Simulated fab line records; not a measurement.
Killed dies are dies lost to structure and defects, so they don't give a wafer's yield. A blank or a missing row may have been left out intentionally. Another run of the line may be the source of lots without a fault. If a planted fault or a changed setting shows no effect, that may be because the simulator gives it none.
The tool behind it: which one? || flow n5-finfet || 33 wafers from 11 lots sampled at 2 of the route's 1938 steps

== WHAT EACH GAUGE READ, for each wafer ==
N5_MIM_TOP_LITHO_OVL_MEAS_11. Usual: MIM_TOP_OVL typically reads -1 nm, with standard deviation 5.7.
{"lot": "L180", "measured": "day 12 09:32", "on": "overlay-02", "MIM_TOP_OVL (nm)": "10 3 0", "flag": ""}
{"lot": "L181", "measured": "day 12 17:15", "on": "overlay-02", "MIM_TOP_OVL (nm)": "-5 -1 1", "flag": ""}
{"lot": "L184", "measured": "day 13 08:38", "on": "overlay-01", "MIM_TOP_OVL (nm)": "3 3 4", "flag": ""}
{"lot": "L182", "measured": "day 13 10:44", "on": "overlay-02", "MIM_TOP_OVL (nm)": "-3 2 -2", "flag": ""}
{"lot": "L183", "measured": "day 14 03:29", "on": "overlay-02", "MIM_TOP_OVL (nm)": "-2 -8 4", "flag": ""}
{"lot": "L189", "measured": "day 14 14:37", "on": "overlay-02", "MIM_TOP_OVL (nm)": "9 8 -2", "flag": ""}
{"lot": "L193", "measured": "day 15 02:58", "on": "overlay-02", "MIM_TOP_OVL (nm)": "9 10 11", "flag": ""}
{"lot": "L195", "measured": "day 16 04:44", "on": "overlay-01", "MIM_TOP_OVL (nm)": "3 -4 0", "flag": ""}
{"lot": "L201", "measured": "day 18 03:14", "on": "overlay-01", "MIM_TOP_OVL (nm)": "-8 2 -10", "flag": ""}
{"lot": "L203", "measured": "day 18 03:42", "on": "overlay-02", "MIM_TOP_OVL (nm)": "-5 -8 -3", "flag": ""}
{"lot": "L202", "measured": "day 18 12:59", "on": "overlay-01", "MIM_TOP_OVL (nm)": "-8 -2 -7", "flag": ""}

== WHAT TOOL EACH LOT RAN ON (gives the tool, then ch and the chambers of the sampled wafers, and finally the start) ==
{"lot": "L180", "N5_BEOL_M14_ECD_47": "ecd-cu-01 ch 0,1, day 11 19:18"}
{"lot": "L181", "N5_BEOL_M14_ECD_47": "ecd-cu-01 ch 0,1, day 12 05:05"}
{"lot": "L184", "N5_BEOL_M14_ECD_47": "ecd-cu-02 ch 0,1, day 12 18:31"}
{"lot": "L182", "N5_BEOL_M14_ECD_47": "ecd-cu-01 ch 0, day 12 23:13"}
{"lot": "L183", "N5_BEOL_M14_ECD_47": "ecd-cu-02 ch 0,1, day 13 16:49"}
{"lot": "L189", "N5_BEOL_M14_ECD_47": "ecd-cu-02 ch 0,1, day 14 00:29"}
{"lot": "L193", "N5_BEOL_M14_ECD_47": "ecd-cu-01 ch 0,1, day 14 15:08"}
{"lot": "L195", "N5_BEOL_M14_ECD_47": "ecd-cu-01 ch 0, day 15 18:36"}
{"lot": "L201", "N5_BEOL_M14_ECD_47": "ecd-cu-02 ch 0,1, day 17 15:02"}
{"lot": "L203", "N5_BEOL_M14_ECD_47": "ecd-cu-01 ch 0,1, day 17 18:02"}
{"lot": "L202", "N5_BEOL_M14_ECD_47": "ecd-cu-02 ch 0,1, day 17 18:24"}
- N5_BEOL_M14_ECD_47: material Cu, target thk 1248 nm.

== AS READ BY THE TOOLS THEMSELVES (means over the sampled wafers that have a number; for cases with no such wafer, the mark the record gives instead) ==
The record holds no such reading with a usual standard deviation.

== THE ANSWER, worked out from the rows above alone ==
Rule: a lot counts as off when the mean over its wafers that have a number is more than 3 standard deviations away from the usual mean. A lot without any number at a reading at which 4 lots or more have one is off too. Where the step has rows for the other lots, those lots are counted as sound. After the gauges, taken in route order, come the tools' own readings; for these a lot's mean is taken, as printed above. The first step at which some lot is off is used, and at that step the reading that is off furthest; a lot without a number counts as furthest.
No lot is off at any reading shown: from this, nothing can be told.

== WHAT THE SIMULATOR HAD PUT IN ==
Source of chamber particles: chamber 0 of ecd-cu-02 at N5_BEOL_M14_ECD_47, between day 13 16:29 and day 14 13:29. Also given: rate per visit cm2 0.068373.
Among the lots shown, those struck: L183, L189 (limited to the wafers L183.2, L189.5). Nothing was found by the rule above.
